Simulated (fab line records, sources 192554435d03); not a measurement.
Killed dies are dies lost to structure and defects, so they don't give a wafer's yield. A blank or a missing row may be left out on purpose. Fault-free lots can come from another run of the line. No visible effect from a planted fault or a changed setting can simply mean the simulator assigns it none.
The tool behind it: which one?	flow n5_finfet	Sampling: 24 lots, 72 wafers, 6 of 1938 route steps

WHAT EACH GAUGE READ, for each wafer
N5_BEOL_M2_INSPECT_30: inspects for defects (brightfield). Usual: raw_defect_count reads 399 (standard deviation 100).
lot	measured	on	raw_defect_count	flag
L074	day 6 16:34	defect_inspect-01	451 380 548	
L075	day 6 19:13	defect_inspect-01	418 444 263	
L076	day 7 03:26	defect_inspect-02	476 543 401	
L078	day 7 10:14	defect_inspect-01	436 754 857	
L077	day 7 15:22	defect_inspect-01	441 493 425	
L079	day 7 18:58	defect_inspect-02	306 334 287	
L080	day 7 21:58	defect_inspect-01	374 417 429	
L081	day 8 04:29	defect_inspect-01	324 319 300	
L082	day 8 06:53	defect_inspect-01	283 317 356	
L083	day 8 13:33	defect_inspect-01	298 306 457	
L084	day 8 22:37	defect_inspect-02	314 548 417	
L085	day 9 07:07	defect_inspect-01	424 540 470	
L086	day 9 16:54	defect_inspect-02	470 576 426	
L087	day 9 20:35	defect_inspect-01	403 381 322	
L088	day 10 00:43	defect_inspect-02	289 224 300	
L089	day 10 04:11	defect_inspect-02	323 431 368	
L090	day 10 12:26	defect_inspect-02	474 264 232	
L091	day 10 23:43	defect_inspect-01	541 363 332	
L092	day 11 01:01	defect_inspect-02	420 458 419	
L093	day 11 04:48	defect_inspect-01	390 428 403	
L094	day 11 12:59	defect_inspect-01	273 309 252	
L095	day 11 17:38	defect_inspect-01	390 389 439	
L096	day 12 00:10	defect_inspect-02	471 292 315	
L097	day 12 08:02	defect_inspect-01	367 342 366	

N5_BEOL_M2_THK_MEAS_53: measures by xrf. Usual: M2_THK typically reads 40.8 nm, with standard deviation 2.
lot	measured	on	M2_THK (nm)	flag
L074	day 6 22:13	film_metro-02	37.8 41.7 42.0	
L075	day 7 01:52	film_metro-02	42.3 38.1 44.1	
L076	day 7 13:35	film_metro-02	38.4 41.6 39.4	
L078	day 7 18:07	film_metro-01	37.3 38.4 38.9	
L077	day 7 20:59	film_metro-01	40.0 41.4 40.5	
L079	day 8 00:47	film_metro-02	40.6 38.3 40.6	
L080	day 8 03:14	film_metro-02	37.4 40.1 42.5	
L081	day 8 15:19	film_metro-02	41.9 40.1 38.2	
L082	day 8 16:01	film_metro-02	39.6 39.3 43.0	
L083	day 8 19:02	film_metro-01	41.8 43.0 42.5	
L084	day 9 04:38	film_metro-02	40.4 39.5 41.8	
L085	day 9 13:49	film_metro-02	42.3 38.7 41.1	
L086	day 9 22:27	film_metro-02	42.4 36.5 39.5	
L087	day 10 02:19	film_metro-01	45.3 42.3 43.1	
L088	day 10 07:21	film_metro-01	41.6 42.0 38.8	
L089	day 10 11:25	film_metro-02	42.5 41.8 41.4	
L090	day 10 20:02	film_metro-01	42.4 42.2 42.5	
L091	day 11 06:19	film_metro-01	40.8 36.2 39.6	
L092	day 11 09:06	film_metro-02	41.7 42.5 44.7	
L093	day 11 12:22	film_metro-02	38.9 43.0 41.2	
L094	day 11 20:17	film_metro-02	44.3 41.3 41.7	
L095	day 11 22:59	film_metro-02	43.7 39.0 40.9	
L096	day 12 05:35	film_metro-01	36.8 39.8 40.9	
L097	day 12 18:42	film_metro-02	41.7 43.4 39.6	

EACH LOT AND THE TOOL THAT RAN IT (in order: tool; ch and the chambers of the sampled wafers; start)
lot	N5_BEOL_M2_STRIP_66	N5_BEOL_M2_HM_OPEN_17	N5_BEOL_M2_ETCH_69	N5_BEOL_M2_SPUTTER_96
L074	rie_diel-05 ch 0,1,3, day 6 15:56	rie_metal-02 ch 0,1, day 6 15:59	rie_diel-05 ch 1,2,3, day 6 16:39	pvd_sputter-03, day 6 21:24
L075	rie_diel-01 ch 0,2,3, day 6 18:35	rie_metal-02 ch 0,1, day 6 18:39	rie_diel-04 ch 0,1,2, day 6 19:18	pvd_sputter-01, day 7 01:04
L076	rie_diel-05 ch 1,2, day 7 02:42	rie_metal-02 ch 0,1, day 7 02:44	rie_diel-01 ch 1,2,3, day 7 03:32	pvd_sputter-02, day 7 12:41
L078	rie_diel-04 ch 0,2,3, day 7 09:37	rie_metal-01 ch 0,1, day 7 09:39	rie_diel-05 ch 1,2,3, day 7 10:20	pvd_sputter-01, day 7 17:10
L077	rie_diel-05 ch 0,2,3, day 7 14:37	rie_metal-02 ch 0,1, day 7 14:41	rie_diel-05 ch 0,1,2, day 7 15:44	pvd_sputter-01, day 7 20:11
L079	rie_diel-04 ch 0,3, day 7 18:13	rie_metal-02 ch 0,1, day 7 18:16	rie_diel-05 ch 0,2,3, day 7 19:04	pvd_sputter-01, day 8 00:00
L080	rie_diel-01 ch 0,1,2, day 7 21:19	rie_metal-03 ch 0,1, day 7 21:22	rie_diel-05 ch 0,1,2, day 7 22:17	pvd_sputter-02, day 8 02:27
L081	rie_diel-04 ch 0,1,3, day 8 03:51	rie_metal-02 ch 0,1, day 8 03:53	rie_diel-01 ch 1,2,3, day 8 04:38	pvd_sputter-03, day 8 14:31
L082	rie_diel-05 ch 0,1,3, day 8 06:16	rie_metal-01 ch 0,1, day 8 06:18	rie_diel-04 ch 0,1,3, day 8 06:59	pvd_sputter-02, day 8 15:04
L083	rie_diel-04 ch 1,2,3, day 8 12:47	rie_metal-01 ch 0,1, day 8 12:50	rie_diel-05 ch 1,3, day 8 13:38	pvd_sputter-03, day 8 18:14
L084	rie_diel-04 ch 0,2, day 8 21:59	rie_metal-01 ch 0,1, day 8 22:01	rie_diel-05 ch 1,2,3, day 8 22:42	pvd_sputter-01, day 9 03:50
L085	rie_diel-04 ch 1,2, day 9 06:16	rie_metal-01 ch 0,1, day 9 06:19	rie_diel-05 ch 0,2,3, day 9 07:22	pvd_sputter-03, day 9 13:02
L086	rie_diel-05 ch 0,2, day 9 16:09	rie_metal-03 ch 0,1, day 9 16:11	rie_diel-04 ch 0,3, day 9 16:59	pvd_sputter-01, day 9 21:40
L087	rie_diel-05 ch 1,2, day 9 19:49	rie_metal-03 ch 0,1, day 9 19:53	rie_diel-05 ch 0,1,3, day 9 20:40	pvd_sputter-01, day 10 01:31
L088	rie_diel-01 ch 1,2,3, day 10 00:04	rie_metal-03 ch 0,1, day 10 00:06	rie_diel-01 ch 0,1,2, day 10 00:48	pvd_sputter-01, day 10 06:34
L089	rie_diel-04 ch 0,1,2, day 10 03:25	rie_metal-02 ch 0,1, day 10 03:28	rie_diel-05 ch 1,2,3, day 10 04:16	pvd_sputter-01, day 10 10:29
L090	rie_diel-05 ch 1,3, day 10 11:49	rie_metal-01 ch 0,1, day 10 11:51	rie_diel-04 ch 0,2,3, day 10 12:32	pvd_sputter-01, day 10 19:14
L091	rie_diel-01 ch 0,1, day 10 23:04	rie_metal-02 ch 0,1, day 10 23:07	rie_diel-01 ch 0,1,3, day 10 23:50	pvd_sputter-02, day 11 05:31
L092	rie_diel-05 ch 0,1,2, day 11 00:23	rie_metal-02 ch 0,1, day 11 00:26	rie_diel-01 ch 0,1,2, day 11 01:09	pvd_sputter-02, day 11 08:19
L093	rie_diel-04 ch 0,1,3, day 11 04:10	rie_metal-02 ch 0,1, day 11 04:13	rie_diel-04 ch 1,3, day 11 04:53	pvd_sputter-01, day 11 11:18
L094	rie_diel-05 ch 0,3, day 11 12:21	rie_metal-02 ch 0,1, day 11 12:25	rie_diel-04 ch 0,1, day 11 13:04	pvd_sputter-03, day 11 19:28
L095	rie_diel-01 ch 0,1, day 11 16:57	rie_metal-01 ch 0,1, day 11 16:59	rie_diel-01 ch 1,2, day 11 17:52	pvd_sputter-01, day 11 22:11
L096	rie_diel-05 ch 1,2,3, day 11 23:30	rie_metal-03 ch 0,1, day 11 23:34	rie_diel-05 ch 0,1, day 12 00:23	pvd_sputter-02, day 12 04:48
L097	rie_diel-04 ch 0,3, day 12 07:14	rie_metal-03 ch 0,1, day 12 07:17	rie_diel-05 ch 1,2,3, day 12 08:07	pvd_sputter-01, day 12 17:54
- N5_BEOL_M2_STRIP_66: strips in CF4.
- N5_BEOL_M2_HM_OPEN_17: chemistry Cl2/BCl3, target TiN, target depth 20 nm, overetch 6 nm.
- N5_BEOL_M2_ETCH_69: etches SiARC in CF4, target depth 15.6 nm, time 26 s.
- N5_BEOL_M2_SPUTTER_96: material Cu, target thk 4.5 nm, time 8.29 s.

WHAT THE TOOLS THEMSELVES READ (means of the sampled wafers that have a number; where no wafer has one, the mark that the record gives instead)
N5_BEOL_M2_STRIP_66. Usual: drypump_motor_current_A 5.7 A, standard deviation 0.52; oes_product_au 0.82 a.u., standard deviation 0.074; rf_fwd_power_W 292.5 W, standard deviation 0.89; rf_vpp_V 270.6 V, standard deviation 1.2; showerhead_plenum_p_Torr 1.77 Torr, standard deviation 0.032; throttle_valve_pct 13.56 %, standard deviation 0.26.
lot	tool	drypump_motor_current_A (A)	oes_product_au (a.u.)	rf_fwd_power_W (W)	rf_vpp_V (V)	showerhead_plenum_p_Torr (Torr)	throttle_valve_pct (%)	flag
L074	rie_diel-05	5.3	0.89	292.6	269.8	1.76	13.38	
L075	rie_diel-01	5.9	0.78	292.5	272.6	1.83	13.63	
L076	rie_diel-05	6.4	0.77	292.3	270.2	1.77	13.80	
L078	rie_diel-04	5.8	0.88	293.1	269.8	1.75	13.32	
L077	rie_diel-05	5.6	0.83	292.4	271.0	1.77	13.60	
L079	rie_diel-04	5.9	0.83	292.5	268.5	1.75	13.44	
L080	rie_diel-01	5.8	0.74	292.1	271.9	1.81	13.78	
L081	rie_diel-04	5.8	0.85	292.4	271.2	1.77	13.42	
L082	rie_diel-05	5.3	0.87	292.1	270.5	1.76	13.42	
L083	rie_diel-04	5.6	0.89	292.1	270.9	1.77	13.33	
L084	rie_diel-04	5.5	0.86	292.9	270.1	1.74	13.31	
L085	rie_diel-04	5.4	0.86	291.9	271.1	1.78	13.40	
L086	rie_diel-05	5.6	0.79	291.8	270.2	1.76	13.62	
L087	rie_diel-05	6.1	0.79	292.4	269.8	1.75	13.67	
L088	rie_diel-01	5.7	0.74	292.2	271.1	1.80	13.81	
L089	rie_diel-04	5.6	0.83	292.4	270.1	1.76	13.44	
L090	rie_diel-05	5.5	0.85	292.5	269.6	1.75	13.48	
L091	rie_diel-01	6.1	0.73	293.1	270.0	1.79	13.89	
L092	rie_diel-05	5.8	0.78	292.2	270.9	1.76	13.66	
L093	rie_diel-04	5.8	0.81	293.2	271.0	1.77	13.49	
L094	rie_diel-05	5.0	0.85	292.5	270.3	1.76	13.48	
L095	rie_diel-01	5.9	0.70	293.8	270.1	1.77	14.01	
L096	rie_diel-05	5.8	0.79	293.2	269.8	1.76	13.71	
L097	rie_diel-04	6.0	0.82	292.3	269.3	1.75	13.44	

N5_BEOL_M2_HM_OPEN_17. Usual: drypump_motor_current_A 5.90 A, standard deviation 0.25; oes_product_au 0.64 a.u., standard deviation 0.069; rf_fwd_power_W 994 W, standard deviation 3.3; throttle_valve_pct 22.3 %, standard deviation 0.35.
lot	tool	drypump_motor_current_A (A)	oes_product_au (a.u.)	rf_fwd_power_W (W)	throttle_valve_pct (%)	flag
L074	rie_metal-02	5.78	0.57	995	22.6	
L075	rie_metal-02	5.80	0.56	996	22.7	
L076	rie_metal-02	5.80	0.58	993	22.6	
L078	rie_metal-01	6.14	0.67	996	22.2	
L077	rie_metal-02	5.92	0.61	992	22.3	
L079	rie_metal-02	5.79	0.56	993	22.6	
L080	rie_metal-03	5.63	0.71	993	22.2	
L081	rie_metal-02	5.77	0.56	995	22.6	
L082	rie_metal-01	6.20	0.70	995	22.2	
L083	rie_metal-01	6.22	0.71	995	22.2	
L084	rie_metal-01	6.22	0.71	996	22.2	
L085	rie_metal-01	6.11	0.67	994	22.2	
L086	rie_metal-03	5.68	0.69	992	22.2	
L087	rie_metal-03	5.72	0.69	998	22.2	
L088	rie_metal-03	5.73	0.69	993	22.2	
L089	rie_metal-02	5.79	0.56	992	22.6	
L090	rie_metal-01	6.21	0.70	993	22.2	
L091	rie_metal-02	5.95	0.58	990	22.3	
L092	rie_metal-02	5.79	0.55	993	22.7	
L093	rie_metal-02	5.91	0.59	990	22.3	
L094	rie_metal-02	5.78	0.56	996	22.6	
L095	rie_metal-01	6.21	0.69	997	22.2	
L096	rie_metal-03	5.64	0.68	993	22.2	
L097	rie_metal-03	5.65	0.67	995	22.2	

N5_BEOL_M2_ETCH_69. Usual: drypump_motor_current_A 5.7 A (standard deviation 0.53); etch_rf_on_time_s 26.2 s (standard deviation 0.74); oes_product_au 0.70 a.u. (standard deviation 0.068); rf_fwd_power_W 531.9 W (standard deviation 1.9); rf_vpp_V 183.9 V (standard deviation 0.98); showerhead_plenum_p_Torr 2.12 Torr (standard deviation 0.045); throttle_valve_pct 15.64 % (standard deviation 0.23).
lot	tool	drypump_motor_current_A (A)	etch_rf_on_time_s (s)	oes_product_au (a.u.)	rf_fwd_power_W (W)	rf_vpp_V (V)	showerhead_plenum_p_Torr (Torr)	throttle_valve_pct (%)	flag
L074	rie_diel-05	5.8	27.0	0.72	532.9	183.6	2.11	15.65	
L075	rie_diel-04	5.6	26.2	0.74	531.4	183.3	2.11	15.45	
L076	rie_diel-01	5.7	26.2	0.65	531.6	184.1	2.17	15.86	
L078	rie_diel-05	5.8	26.7	0.71	531.0	183.7	2.11	15.67	
L077	rie_diel-05	5.9	26.6	0.70	532.4	183.8	2.10	15.65	
L079	rie_diel-05	5.6	26.7	0.71	532.8	183.8	2.12	15.67	
L080	rie_diel-05	5.9	26.1	0.70	531.7	184.1	2.10	15.67	
L081	rie_diel-01	5.7	26.3	0.65	532.3	184.6	2.17	15.87	
L082	rie_diel-04	5.8	25.9	0.73	532.3	183.6	2.12	15.48	
L083	rie_diel-05	5.5	26.2	0.75	532.2	184.3	2.09	15.51	
L084	rie_diel-05	5.8	26.8	0.70	532.4	184.1	2.10	15.69	
L085	rie_diel-05	5.6	26.6	0.70	533.4	184.1	2.11	15.69	
L086	rie_diel-04	6.0	25.8	0.74	530.6	183.0	2.09	15.41	
L087	rie_diel-05	5.3	25.4	0.74	532.4	183.2	2.10	15.52	
L088	rie_diel-01	5.8	26.4	0.62	530.9	184.5	2.16	15.89	
L089	rie_diel-05	5.8	26.8	0.69	532.4	183.4	2.10	15.72	
L090	rie_diel-04	5.7	26.3	0.72	531.5	183.9	2.08	15.41	
L091	rie_diel-01	6.0	26.4	0.63	531.4	184.4	2.14	15.94	
L092	rie_diel-01	5.8	26.3	0.62	532.3	184.3	2.16	15.90	
L093	rie_diel-04	5.6	25.7	0.72	533.0	184.1	2.15	15.55	
L094	rie_diel-04	5.7	26.7	0.66	531.7	183.6	2.09	15.60	
L095	rie_diel-01	5.6	26.9	0.58	534.2	184.3	2.13	16.03	
L096	rie_diel-05	5.3	25.7	0.70	531.5	183.5	2.08	15.54	
L097	rie_diel-05	5.8	26.9	0.67	533.0	184.4	2.09	15.75	

N5_BEOL_M2_SPUTTER_96. Usual: throttle_valve_pct reads 29.7 % (standard deviation 1.1).
lot	tool	throttle_valve_pct (%)	flag
L074	pvd_sputter-03	29.7	
L075	pvd_sputter-01	30.1	
L076	pvd_sputter-02	29.6	
L078	pvd_sputter-01	30.0	
L077	pvd_sputter-01	30.0	
L079	pvd_sputter-01	30.4	
L080	pvd_sputter-02	30.5	
L081	pvd_sputter-03	29.8	
L082	pvd_sputter-02	29.4	
L083	pvd_sputter-03	29.7	
L084	pvd_sputter-01	29.1	
L085	pvd_sputter-03	30.5	
L086	pvd_sputter-01	31.2	
L087	pvd_sputter-01	30.3	
L088	pvd_sputter-01	29.1	
L089	pvd_sputter-01	30.0	
L090	pvd_sputter-01	28.9	
L091	pvd_sputter-02	29.7	
L092	pvd_sputter-02	30.1	
L093	pvd_sputter-01	29.0	
L094	pvd_sputter-03	29.3	
L095	pvd_sputter-01	28.9	
L096	pvd_sputter-02	29.5	
L097	pvd_sputter-01	30.3	

THE ANSWER, worked out from the rows above alone
Rule: a lot is off if the mean of its wafers that have a number lies more than 3 standard deviations from the usual mean. A lot without any number at a reading at which 4 lots or more have one is off too. Where the step has rows for the other lots, those lots are counted as sound. After the gauges, taken in route order, come the tools' own readings; for these a lot's mean is taken, as printed above. At the first step where some lot is off, the reading lying furthest off is the one used; lots without a number count as furthest.
Across all readings shown, no lot is off: no conclusion can be drawn from this.

WHAT THE SIMULATOR HAD INSERTED
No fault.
